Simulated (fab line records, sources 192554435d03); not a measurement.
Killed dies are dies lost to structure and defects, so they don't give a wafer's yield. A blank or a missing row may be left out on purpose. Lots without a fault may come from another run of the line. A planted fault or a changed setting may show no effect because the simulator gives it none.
fab line records | flow n5_finfet
record lots=24 wafers=72 last_day=18
route steps=1938 shown BEOL_M2@864 BEOL_M3@931
lots that met no fault: from a run of the same line without faults
start_h: hours from the record's first day to the start of the lot's first wafer shown | wait_h: hours since the lot's step before | " the same as in the row above | L1.1+2: a row that stands for several wafers | - no value, or no start given | * or withheld: withheld | < > ~ a bound
route shown NAME@n: a module of which the file shows steps, and the number in the route of the first | usual: mean/standard deviation of fault-free wafers | same: alike in all rows | chamber/n: place in a boat | sites: the reading at each site | _std_site: their standard deviation | _edge_site: outer sites' mean less inner sites' | radius_mm: how far each site lies from the wafer's centre | mask NAME#n: copy n | behind: the tool/chamber that last shaped the wafer | hold: why the lot was held/for how many hours/how that ended | device: the transistor (n, p or np) that didn't switch | end of line: the same wafers' tests at the end of the route | a step without rows: its recipe alone | killed: dies lost to structure and defects at the first sort, not the wafer's yield | map: a wafer's dies, x killed, . not, _ none there
set.NAME: the setting as run; set.NAME@STEP: as run at that earlier step | model.NAME: the simulator's own value behind a step, which no gauge read
steps of the route over a sample of lots; a table a step, a row a wafer
services: from which hour (start_h, from the record's first day; less than 0 if before it) a tool's chamber was out of use, for how many hours, and why
## steps
# step N5_BEOL_M2_HM_OPEN_17
# recipe chemistry=Cl2/BCl3 target_depth_a=200 overetch_a=60 target=TiN mask_material=SOC ion_energy_ev=150 pressure_mtorr=10 icp_w=1000 bias_w=126 Cl2_flow_sccm=53.25 bcl3_flow_sccm=21.75 Ar_flow_sccm=25
# usual drypump_motor_current_A=5.76/0.22 oes_product_au=0.67/0.049 throttle_valve_pct=22.08/0.24
# columns lot.wafer tool chamber start_h wait_h drypump_motor_current_A oes_product_au rf_hours_counter_h throttle_valve_pct
L074.2 rie_metal-02 1 140.28 0.0 5.45 0.65 34 21.97
L074.3 " 0 " " 5.64 0.68 - 21.99
L074.5 " 1 " " 5.46 0.67 - 21.97
L075.2 rie_metal-02 0 143.74 0.0 5.63 0.68 26 22.00
L075.4 " 0 " " 5.63 0.69 - 22.00
L075.6 " 1 " " 5.44 0.66 - 21.97
L076.3 rie_metal-02 1 146.85 0.1 5.46 0.66 - 21.97
L076.4 " 0 " " 5.63 0.68 - 22.00
L076.6 " 1 " " 5.46 0.66 - 21.98
L077.1 rie_metal-02 0 149.93 0.0 5.64 0.67 27 22.01
L077.2 " 1 " " 5.44 0.66 35 21.96
L077.3 " 1 " " 5.45 0.66 - 21.97
L078.1 rie_metal-03 0 159.56 0.0 6.03 0.64 57 21.88
L078.2 " 1 " " 6.07 0.82 1 22.42
L078.5 " 0 " " 6.03 0.64 - 21.87
L079.1 rie_metal-03 1 163.61 0.0 6.04 0.81 1 22.43
L079.3 " 1 " " 6.07 0.82 - 22.43
L079.5 " 1 " " 6.06 0.82 - 22.42
L080.4 rie_metal-03 0 171.87 0.1 6.01 0.63 - 21.88
L080.5 " 1 " " 6.06 0.80 - 22.43
L080.6 " 0 " " 6.02 0.64 - 21.86
L081.2 rie_metal-01 0 178.68 0.0 5.85 0.67 41 21.80
L081.3 " 0 " " 5.82 0.66 - 21.79
L081.4 " 1 " " 5.81 0.66 - 22.50
L082.3 rie_metal-02 0 182.81 0.1 5.63 0.67 - 22.01
L082.4 " 1 " " 5.45 0.66 - 21.98
L082.6 " 1 " " 5.46 0.66 - 21.98
L083.1 rie_metal-02 1 190.72 0.0 5.45 0.66 40 21.98
L083.4 " 1 " " 5.46 0.66 - 21.97
L083.5 " 0 " " 5.64 0.67 - 22.02
L084.2 rie_metal-02 1 194.09 0.0 5.46 0.66 40 21.97
L084.3 " 0 " " 5.64 0.68 - 22.00
L084.6 " 0 " " 5.63 0.67 - 22.01
L085.3 rie_metal-02 0 210.13 0.1 5.64 0.66 - 22.02
L085.5 " 0 " " 5.63 0.66 - 22.04
L085.6 " 1 " " 5.45 0.65 - 22.00
L087.1 rie_metal-02 1 220.31 0.0 5.46 0.64 43 22.00
L087.2 " 0 " " 5.62 0.66 34 22.02
L087.5 " 1 " " 5.48 0.64 - 22.01
L088.1 rie_metal-01 1 221.18 0.0 5.83 0.66 43 22.48
L088.5 " 0 " " 5.84 0.66 - 21.82
L088.6 " 1 " " 5.85 0.65 - 22.48
L086.2 rie_metal-01 1 222.13 0.0 5.80 0.64 43 22.51
L086.3 " 1 " " 5.81 0.65 - 22.50
L086.6 " 0 " " 5.80 0.65 - 21.80
L089.1 rie_metal-03 1 226.29 0.0 6.05 0.77 6 22.45
L089.2 " 0 " " 6.02 0.62 62 21.89
L089.6 " 1 " " 6.05 0.78 - 22.45
L090.1 rie_metal-03 0 227.00 0.0 6.00 0.62 62 21.88
L090.4 " 0 " " 6.01 0.62 - 21.89
L090.5 " 1 " " 6.04 0.77 - 22.44
L091.1 rie_metal-02 1 238.85 0.0 5.44 0.65 44 22.00
L091.4 " 0 " " 5.63 0.65 - 22.04
L091.5 " 1 " " 5.45 0.65 - 21.98
L092.2 rie_metal-03 1 243.39 0.0 6.05 0.75 7 22.45
L092.3 " 0 " " 6.03 0.62 - 21.91
L092.6 " 0 " " 6.03 0.62 - 21.89
L093.2 rie_metal-01 0 251.45 0.0 5.89 0.66 48 21.79
L093.5 " 1 " " 5.82 0.65 - 22.50
L093.6 " 0 " " 5.86 0.65 - 21.81
L094.2 rie_metal-01 1 262.48 0.0 5.81 0.65 46 22.51
L094.3 " 1 " " 5.82 0.65 - 22.51
L094.4 " 0 " " 5.88 0.65 - 21.80
L096.3 rie_metal-01 1 267.50 0.1 5.84 0.65 - 22.49
L096.4 " 0 " " 5.86 0.64 - 21.82
L096.5 " 1 " " 5.78 0.64 - 22.51
L095.3 rie_metal-02 1 268.54 0.1 5.47 0.63 - 22.00
L095.5 " 1 " " 5.47 0.64 - 22.00
L095.6 " 0 " " 5.63 0.65 - 22.03
L097.2 rie_metal-03 1 284.27 0.0 6.03 0.74 10 22.46
L097.4 " 1 " " 6.05 0.76 - 22.45
L097.5 " 0 " " 6.00 0.62 - 21.88
# step N5_BEOL_M2_PRE_CLEAN_45
# recipe gas=H2/He time_s=30 temp_c=250
# usual heater_power_w=339/21 susceptor_temp_C=249.98/0.18
# columns lot.wafer tool chamber start_h wait_h heater_power_w susceptor_temp_C
L074.2 pvd_sputter-01 - 142.62 0.0 360 249.90
L074.3 " - " " 342 249.77
L074.5 " - " " 348 250.03
L075.2 pvd_sputter-02 - 149.94 0.0 275 250.07
L075.4 " - " " 331 249.72
L075.6 " - " " 308 250.38
L076.3 pvd_sputter-01 - 154.58 0.0 351 250.07
L076.4 " - " " 358 249.99
L076.6 " - " " 347 250.04
L077.1 pvd_sputter-01 - 154.66 0.0 348 249.85
L077.2 " - " " 345 249.90
L077.3 " - " " 365 250.25
L078.1 pvd_sputter-01 - 162.86 0.0 356 249.90
L078.2 " - " " 354 249.72
L078.5 " - " " 349 249.93
L079.1 pvd_sputter-01 - 165.86 0.0 349 249.99
L079.3 " - " " 361 249.92
L079.5 " - " " 352 249.81
L080.4 pvd_sputter-02 - 177.67 0.0 276 249.91
L080.5 " - " " 340 249.86
L080.6 " - " " 305 249.97
L081.2 pvd_sputter-01 - 187.10 0.0 343 249.87
L081.3 " - " " 348 249.95
L081.4 " - " " 357 249.80
L082.3 pvd_sputter-01 - 187.18 0.0 346 250.12
L082.4 " - " " 348 250.07
L082.6 " - " " 340 250.03
L083.1 pvd_sputter-01 - 195.44 0.0 351 249.73
L083.4 " - " " 343 250.09
L083.5 " - " " 336 249.99
L084.2 pvd_sputter-01 - 199.10 0.0 341 249.79
L084.3 " - " " 351 249.88
L084.6 " - " " 352 249.94
L085.3 pvd_sputter-01 - 216.77 0.0 358 249.79
L085.5 " - " " 348 250.12
L085.6 " - " " 356 249.95
L087.1 pvd_sputter-01 - 227.00 0.0 343 249.81
L087.2 " - " " 360 249.92
L087.5 " - " " 344 249.95
L088.1 pvd_sputter-01 - 227.08 0.0 351 250.19
L088.5 " - " " 338 249.84
L088.6 " - " " 339 249.96
L086.2 pvd_sputter-03 - 227.57 0.0 308 249.83
L086.3 " - " " 278 250.50
L086.6 " - " " 304 249.98
L089.1 pvd_sputter-03 - 230.03 0.0 275 250.18
L089.2 " - " " 303 249.79
L089.6 " - " " 275 250.35
L090.1 pvd_sputter-01 - 230.42 0.0 345 250.09
L090.4 " - " " 350 249.89
L090.5 " - " " 346 250.25
L091.1 pvd_sputter-01 - 243.35 0.0 340 250.07
L091.4 " - " " 342 250.01
L091.5 " - " " 346 250.04
L092.2 pvd_sputter-03 - 245.37 0.0 297 249.77
L092.3 " - " " 298 249.90
L092.6 " - " " 274 250.01
L093.2 pvd_sputter-01 - 255.13 0.0 340 249.55
L093.5 " - " " 346 249.84
L093.6 " - " " 343 249.86
L094.2 pvd_sputter-01 - 273.42 0.0 343 249.83
L094.3 " - " " 354 250.59
L094.4 " - " " 345 250.09
L096.3 pvd_sputter-01 - 274.88 0.0 363 250.00
L096.4 " - " " 346 249.87
L096.5 " - " " 346 250.15
L095.3 pvd_sputter-01 - 275.44 0.0 352 249.98
L095.5 " - " " 348 249.79
L095.6 " - " " 347 249.78
L097.2 pvd_sputter-01 - 288.90 0.0 350 249.90
L097.4 " - " " 360 250.08
L097.5 " - " " 342 249.76
# step N5_BEOL_M2_SPUTTER_48
# recipe material=Cu target_thk_a=45 temp_c=-20 chamber_pressure_pa=0.07 power_w=withheld time_s=8.29
# usual susceptor_temp_C=-20.01/0.11 throttle_valve_pct=29.8/1.1
# columns lot.wafer tool chamber start_h wait_h susceptor_temp_C throttle_valve_pct
L074.2 pvd_sputter-01 - 143.15 0.1 -19.85 32.2
L074.3 " - " " -20.04 30.9
L074.5 " - " " -20.15 29.0
L075.2 pvd_sputter-01 - 151.78 1.0 -20.08 29.0
L075.4 " - " " -19.89 30.8
L075.6 " - " " -19.96 29.2
L077.1 pvd_sputter-03 - 155.38 0.2 -20.08 29.1
L077.2 " - " " -20.19 29.2
L077.3 " - " " -20.04 30.7
L076.3 pvd_sputter-02 - 156.71 1.3 -20.22 28.2
L076.4 " - " " -19.95 29.0
L076.6 " - " " -20.25 28.2
L078.1 pvd_sputter-01 - 163.50 0.1 -20.13 30.9
L078.2 " - " " -19.79 32.4
L078.5 " - " " -20.18 29.9
L079.1 pvd_sputter-02 - 166.41 0.1 -20.00 28.9
L079.3 " - " " -20.12 29.6
L079.5 " - " " -19.90 28.2
L080.4 pvd_sputter-01 - 180.13 1.4 -20.06 29.9
L080.5 " - " " -20.32 32.3
L080.6 " - " " -19.95 30.2
L081.2 pvd_sputter-01 - 187.90 0.4 -20.04 29.1
L081.3 " - " " -19.86 29.7
L081.4 " - " " -20.07 30.8
L082.3 pvd_sputter-03 - 187.92 0.2 -20.17 29.1
L082.4 " - " " -19.98 29.0
L082.6 " - " " -19.77 30.4
L083.1 pvd_sputter-01 - 196.08 0.2 -19.73 30.8
L083.4 " - " " -19.91 29.9
L083.5 " - " " -19.93 31.0
L084.2 pvd_sputter-01 - 199.76 0.1 -20.01 29.1
L084.3 " - " " -19.87 30.8
L084.6 " - " " -20.02 29.1
L085.3 pvd_sputter-02 - 217.28 0.1 -19.88 28.4
L085.5 " - " " -20.02 28.2
L085.6 " - " " -20.01 28.9
L087.1 pvd_sputter-03 - 227.71 0.2 -19.93 30.3
L087.2 " - " " -20.06 30.3
L087.5 " - " " -19.96 30.4
L088.1 pvd_sputter-02 - 227.89 0.3 -19.90 28.2
L088.5 " - " " -19.88 28.3
L088.6 " - " " -20.01 29.0
L086.2 pvd_sputter-02 - 229.83 0.1 -19.92 29.4
L086.3 " - " " -19.92 28.2
L086.6 " - " " -19.89 29.3
L089.1 pvd_sputter-01 - 230.54 0.1 -20.04 30.0
L089.2 " - " " -20.05 32.2
L089.6 " - " " -20.11 32.5
L090.1 pvd_sputter-03 - 231.32 0.2 -19.90 28.8
L090.4 " - " " -19.91 29.7
L090.5 " - " " -20.10 30.2
L091.1 pvd_sputter-02 - 244.26 0.2 -20.08 29.5
L091.4 " - " " -20.08 29.1
L091.5 " - " " -20.09 28.8
L092.2 pvd_sputter-02 - 246.42 0.1 -20.08 29.4
L092.3 " - " " -20.17 29.4
L092.6 " - " " -20.14 28.1
L093.2 pvd_sputter-02 - 255.92 0.1 -19.88 28.9
L093.5 " - " " -20.28 29.6
L093.6 " - " " -19.85 29.1
L094.2 pvd_sputter-03 - 274.10 0.1 -20.03 30.4
L094.3 " - " " -20.05 29.3
L094.4 " - " " -19.97 30.4
L096.3 pvd_sputter-01 - 275.58 0.1 -20.10 31.0
L096.4 " - " " -19.91 32.2
L096.5 " - " " -20.11 31.0
L095.3 pvd_sputter-01 - 277.66 0.1 -19.89 30.0
L095.5 " - " " -19.87 29.3
L095.6 " - " " -19.96 30.9
L097.2 pvd_sputter-01 - 289.74 0.3 -20.08 29.3
L097.4 " - " " -19.94 32.4
L097.5 " - " " -20.09 30.7
# step N5_BEOL_M2_SPUTTER_90
# recipe material=Cu target_thk_a=45 temp_c=-20 chamber_pressure_pa=0.07 power_w=withheld time_s=8.29
# usual susceptor_temp_C=-20.01/0.098 throttle_valve_pct=29.8/1.1
# columns lot.wafer tool chamber start_h wait_h susceptor_temp_C throttle_valve_pct
L074.2 pvd_sputter-01 - 144.25 0.1 -19.97 32.2
L074.3 " - " " -19.95 30.9
L074.5 " - " " -19.98 29.2
L075.2 pvd_sputter-01 - 152.88 0.1 -20.01 29.1
L075.4 " - " " -19.96 31.0
L075.6 " - " " -19.96 28.9
L077.1 pvd_sputter-03 - 156.48 0.1 -19.80 28.8
L077.2 " - " " -20.14 29.4
L077.3 " - " " -20.00 30.5
L076.3 pvd_sputter-02 - 157.81 0.1 -20.01 27.9
L076.4 " - " " -20.05 28.7
L076.6 " - " " -20.13 28.0
L078.1 pvd_sputter-01 - 164.60 0.1 -19.83 30.8
L078.2 " - " " -19.98 32.0
L078.5 " - " " -20.11 30.2
L079.1 pvd_sputter-02 - 167.51 0.1 -19.94 28.8
L079.3 " - " " -20.07 29.7
L079.5 " - " " -19.91 28.1
L080.4 pvd_sputter-01 - 181.23 0.1 -19.94 30.3
L080.5 " - " " -19.86 32.5
L080.6 " - " " -20.03 30.0
L081.2 pvd_sputter-01 - 189.00 0.1 -20.04 29.1
L081.3 " - " " -20.11 29.9
L081.4 " - " " -19.97 30.8
L082.3 pvd_sputter-03 - 189.02 0.1 -19.86 29.1
L082.4 " - " " -20.05 29.1
L082.6 " - " " -20.07 30.4
L083.1 pvd_sputter-01 - 197.18 0.1 -19.89 30.6
L083.4 " - " " -20.00 29.9
L083.5 " - " " -19.82 30.8
L084.2 pvd_sputter-01 - 200.86 0.1 -19.92 29.2
L084.3 " - " " -19.99 31.0
L084.6 " - " " -19.91 29.1
L085.3 pvd_sputter-02 - 218.38 0.1 -20.03 28.0
L085.5 " - " " -20.13 28.2
L085.6 " - " " -20.28 28.8
L087.1 pvd_sputter-03 - 228.81 0.1 -20.15 30.5
L087.2 " - " " -20.07 30.5
L087.5 " - " " -19.96 30.5
L088.1 pvd_sputter-02 - 228.99 0.1 -20.01 28.2
L088.5 " - " " -20.04 28.2
L088.6 " - " " -20.06 29.0
L086.2 pvd_sputter-02 - 230.93 0.1 -19.97 29.5
L086.3 " - " " -19.97 28.4
L086.6 " - " " -19.89 29.5
L089.1 pvd_sputter-01 - 231.64 0.1 -19.93 29.9
L089.2 " - " " -20.02 32.3
L089.6 " - " " -20.01 32.1
L090.1 pvd_sputter-03 - 232.42 0.1 -19.99 29.3
L090.4 " - " " -20.12 29.2
L090.5 " - " " -20.25 30.4
L091.1 pvd_sputter-02 - 245.36 0.1 -20.03 29.6
L091.4 " - " " -20.11 29.2
L091.5 " - " " -19.88 29.1
L092.2 pvd_sputter-02 - 247.52 0.1 -20.05 29.4
L092.3 " - " " -20.04 29.6
L092.6 " - " " -20.09 28.2
L093.2 pvd_sputter-02 - 257.02 0.1 -19.96 29.1
L093.5 " - " " -20.00 29.5
L093.6 " - " " -19.96 29.1
L094.2 pvd_sputter-03 - 275.20 0.1 -19.97 30.6
L094.3 " - " " -20.05 29.3
L094.4 " - " " -20.01 30.4
L096.3 pvd_sputter-01 - 276.68 0.1 -20.09 30.9
L096.4 " - " " -19.94 32.1
L096.5 " - " " -19.94 30.6
L095.3 pvd_sputter-01 - 278.76 0.1 -19.92 30.1
L095.5 " - " " -19.94 29.0
L095.6 " - " " -20.11 30.6
L097.2 pvd_sputter-01 - 290.84 0.1 -20.15 28.9
L097.4 " - " " -19.99 32.1
L097.5 " - " " -19.95 30.9
# step N5_BEOL_M2_SPUTTER_96
# recipe material=Cu target_thk_a=45 temp_c=-20 chamber_pressure_pa=0.07 power_w=withheld time_s=8.29
# usual susceptor_temp_C=-20.00/0.1 throttle_valve_pct=29.8/1.1
# columns lot.wafer tool chamber start_h wait_h susceptor_temp_C throttle_valve_pct
L074.2 pvd_sputter-01 - 144.91 0.1 -19.98 32.1
L074.3 " - " " -19.88 30.8
L074.5 " - " " -19.95 29.0
L075.2 pvd_sputter-01 - 153.54 0.1 -20.04 29.1
L075.4 " - " " -19.94 30.7
L075.6 " - " " -20.10 29.2
L077.1 pvd_sputter-03 - 157.14 0.1 -20.04 28.9
L077.2 " - " " -19.88 29.3
L077.3 " - " " -20.02 30.7
L076.3 pvd_sputter-02 - 158.47 0.1 -19.99 27.9
L076.4 " - " " -20.02 28.9
L076.6 " - " " -19.81 28.1
L078.1 pvd_sputter-01 - 165.26 0.1 -19.99 30.5
L078.2 " - " " -20.08 32.6
L078.5 " - " " -19.81 29.8
L079.1 pvd_sputter-02 - 168.17 0.1 -20.12 28.9
L079.3 " - " " -20.00 29.1
L079.5 " - " " -19.97 28.1
L080.4 pvd_sputter-01 - 181.89 0.1 -20.08 30.3
L080.5 " - " " -20.18 32.3
L080.6 " - " " -19.98 30.2
L081.2 pvd_sputter-01 - 189.66 0.1 -20.00 29.1
L081.3 " - " " -19.90 30.0
L081.4 " - " " -19.97 31.0
L082.3 pvd_sputter-03 - 189.68 0.1 -20.10 29.4
L082.4 " - " " -19.95 28.8
L082.6 " - " " -19.95 30.5
L083.1 pvd_sputter-01 - 197.84 0.1 -20.27 30.9
L083.4 " - " " -20.22 30.1
L083.5 " - " " -20.06 31.1
L084.2 pvd_sputter-01 - 201.52 0.1 -19.97 29.1
L084.3 " - " " -19.91 30.7
L084.6 " - " " -20.04 28.7
L085.3 pvd_sputter-02 - 219.04 0.1 -20.00 28.2
L085.5 " - " " -19.90 28.3
L085.6 " - " " -19.96 28.9
L087.1 pvd_sputter-03 - 229.47 0.1 -20.11 30.5
L087.2 " - " " -19.94 30.4
L087.5 " - " " -19.97 30.3
L088.1 pvd_sputter-02 - 229.65 0.1 -19.95 28.1
L088.5 " - " " -20.05 28.1
L088.6 " - " " -19.98 29.1
L086.2 pvd_sputter-02 - 231.59 0.1 -20.00 29.1
L086.3 " - " " -19.94 28.3
L086.6 " - " " -20.07 29.5
L089.1 pvd_sputter-01 - 232.30 0.1 -19.96 30.2
L089.2 " - " " -20.08 32.1
L089.6 " - " " -20.15 32.2
L090.1 pvd_sputter-03 - 233.08 0.1 -19.97 29.1
L090.4 " - " " -20.00 29.2
L090.5 " - " " -20.08 30.3
L091.1 pvd_sputter-02 - 246.02 0.1 -20.06 29.2
L091.4 " - " " -19.97 29.0
L091.5 " - " " -20.10 29.3
L092.2 pvd_sputter-02 - 248.18 0.1 -20.03 29.2
L092.3 " - " " -19.99 29.6
L092.6 " - " " -19.89 28.2
L093.2 pvd_sputter-02 - 257.68 0.1 -19.91 29.1
L093.5 " - " " -19.98 29.4
L093.6 " - " " -19.85 29.3
L094.2 pvd_sputter-03 - 275.86 0.1 -20.19 30.3
L094.3 " - " " -20.10 29.3
L094.4 " - " " -19.98 30.3
L096.3 pvd_sputter-01 - 277.34 0.1 -20.03 30.9
L096.4 " - " " -19.95 32.1
L096.5 " - " " -19.93 30.9
L095.3 pvd_sputter-01 - 279.42 0.1 -19.96 30.3
L095.5 " - " " -19.89 29.1
L095.6 " - " " -20.10 30.8
L097.2 pvd_sputter-01 - 291.50 0.1 -20.05 28.8
L097.4 " - " " -20.01 32.1
L097.5 " - " " -20.07 30.8
# step N5_BEOL_M3_ILD_DEP_00
# recipe material=SiOC target_thk_a=790 temp_c=350 precursor=DEMS/O2 pressure_torr=5 rf_w=500 time_s=15.3
# usual chamber_pressure_Torr=5.002/0.013 heater_power_w=530/110 showerhead_plenum_p_Torr=5.691/0.01 susceptor_temp_C=350.01/0.22 throttle_valve_pct=11.8/0.6
# columns lot.wafer tool chamber start_h wait_h chamber_pressure_Torr heater_power_w showerhead_plenum_p_Torr susceptor_temp_C throttle_valve_pct
L074.2 pecvd-02 1 146.25 0.0 5.008 435 5.692 350.04 12.4
L074.3 " 2 " " 5.011 481 5.693 349.79 10.8
L074.5 " 2 " " 4.992 486 5.689 349.91 10.9
L075.2 pecvd-02 0 154.71 0.0 5.004 408 5.696 349.87 11.8
L075.4 " 2 " " 5.000 408 5.697 350.24 11.1
L075.6 " 0 " " 4.988 408 5.681 350.19 11.7
L077.1 pecvd-02 2 158.26 0.0 5.024 386 5.696 350.18 10.8
L077.2 " 0 " " 5.037 467 5.686 350.20 11.9
L077.3 " 1 " " 5.016 373 5.697 350.17 12.5
L076.3 pecvd-01 2 159.93 0.0 4.985 639 5.688 349.75 11.1
L076.4 " 2 " " 4.988 674 5.673 349.98 10.9
L076.6 " 1 " " 5.017 609 5.693 350.21 12.2
L078.1 pecvd-01 1 166.37 0.0 4.999 640 5.672 350.15 12.3
L078.2 " 2 " " 4.991 648 5.691 350.25 11.0
L078.5 " 1 " " 4.971 652 5.689 350.23 12.1
L079.1 pecvd-02 1 169.28 0.0 4.984 377 5.698 350.27 12.6
L079.3 " 0 " " 4.993 443 5.690 350.06 11.5
L079.5 " 2 " " 4.997 375 5.706 350.00 10.9
L080.4 pecvd-03 1 183.09 0.1 5.000 627 5.701 350.02 11.4
L080.5 " 2 " " 4.975 533 5.686 350.46 11.2
L080.6 " 0 " " 4.993 454 5.661 349.86 12.4
L081.2 pecvd-01 1 190.78 0.0 5.006 658 5.687 350.18 12.3
L081.3 " 1 " " 4.998 655 5.685 349.86 12.2
L081.4 " 0 " " 5.000 563 5.704 350.40 12.2
L082.3 pecvd-02 1 190.88 0.0 5.007 395 5.686 349.62 12.3
L082.4 " 2 " " 5.013 470 5.711 349.71 11.0
L082.6 " 1 " " 5.022 401 5.703 349.76 12.7
L083.1 pecvd-02 2 199.00 0.0 4.993 450 5.692 350.84 11.0
L083.4 " 1 " " 4.999 354 5.687 350.36 12.6
L083.5 " 1 " " 4.988 359 5.695 350.11 12.6
L084.2 pecvd-03 1 202.73 0.0 4.984 666 5.709 350.14 11.7
L084.3 " 0 " " 4.998 458 5.691 349.79 12.6
L084.6 " 0 " " 4.993 486 5.669 349.84 12.7
L085.3 pecvd-01 0 220.26 0.0 5.017 606 5.695 350.03 12.5
L085.5 " 0 " " 5.027 616 5.693 350.18 12.3
L085.6 " 2 " " 4.989 567 5.695 350.21 11.1
L087.1 pecvd-01 0 230.58 0.0 5.013 618 5.705 350.01 12.5
L087.2 " 1 " " 4.991 663 5.677 349.87 12.2
L087.5 " 2 " " 5.006 693 5.689 349.89 11.2
L088.1 pecvd-02 1 230.91 0.0 4.998 401 5.686 350.31 12.6
L088.5 " 2 " " 5.009 450 5.686 349.97 11.0
L088.6 " 1 " " 4.998 413 5.699 350.02 12.7
L086.2 pecvd-02 1 232.77 0.0 5.007 427 5.691 349.90 12.5
L086.3 " 2 " " 4.998 434 5.704 349.72 10.9
L086.6 " 0 " " 5.008 395 5.688 349.79 11.7
L089.1 pecvd-03 1 233.42 0.0 4.990 684 5.693 349.92 11.7
L089.2 " 2 " " 5.003 539 5.696 349.69 11.2
L089.6 " 0 " " 4.989 452 5.677 349.87 12.5
L090.1 pecvd-01 2 234.19 0.0 5.005 602 5.685 350.14 11.4
L090.4 " 0 " " 4.984 577 5.701 350.23 12.4
L090.5 " 2 " " 5.006 607 5.698 350.08 11.3
L091.1 pecvd-02 2 247.13 0.0 5.023 468 5.696 349.73 10.8
L091.4 " 0 " " 4.999 405 5.688 350.25 12.1
L091.5 " 1 " " 5.003 394 5.697 349.73 12.5
L092.2 pecvd-01 1 249.29 0.0 4.991 656 5.672 349.49 12.3
L092.3 " 0 " " 5.003 572 5.694 349.59 12.4
L092.6 " 2 " " 4.994 576 5.684 350.09 11.2
L093.2 pecvd-02 0 258.81 0.0 5.036 474 5.685 349.91 11.7
L093.5 " 2 " " 4.998 404 5.705 349.54 11.2
L093.6 " 1 " " 4.992 383 5.701 350.09 12.5
L094.2 pecvd-01 2 276.97 0.0 4.997 616 5.688 349.95 11.3
L094.3 " 1 " " 5.010 576 5.695 349.97 12.3
L094.4 " 1 " " 4.996 578 5.673 349.71 12.2
L096.3 pecvd-01 2 278.45 0.0 4.994 679 5.687 349.51 11.1
L096.4 " 1 " " 4.998 666 5.673 350.12 12.2
L096.5 " 0 " " 4.992 590 5.716 350.26 12.2
L095.3 pecvd-01 2 280.53 0.0 5.007 650 5.683 350.03 11.5
L095.5 " 2 " " 5.022 653 5.680 350.02 11.6
L095.6 " 0 " " 4.999 603 5.689 349.73 12.3
L097.2 pecvd-01 0 292.61 0.0 5.010 559 5.693 349.85 12.1
L097.4 " 0 " " 5.001 569 5.701 349.98 12.3
L097.5 " 2 " " 5.024 698 5.690 350.02 11.2
## services
# columns tool chamber start_h hours kind
rie_metal-03 1 120.51 - clean
rie_metal-03 1 120.51 15.0 scheduled_down
rie_metal-03 1 120.51 15.0 vent_cycle
rie_metal-01 0 144.41 8.5 repair
pvd_sputter-03 - 157.71 0.7 repair
pecvd-01 1 166.73 5.5 scheduled_down
rie_metal-03 - 185.18 1.4 pm
pecvd-01 2 187.26 6.8 repair
pecvd-02 2 192.60 5.5 scheduled_down
pecvd-03 - 195.49 2.4 repair
pecvd-02 0 198.06 2.1 scheduled_down
rie_metal-03 - 211.04 2.8 pm
pecvd-03 0 221.79 5.5 scheduled_down
pecvd-01 - 266.59 2.8 pm
rie_metal-02 0 279.63 9.4 repair
## key
fault none
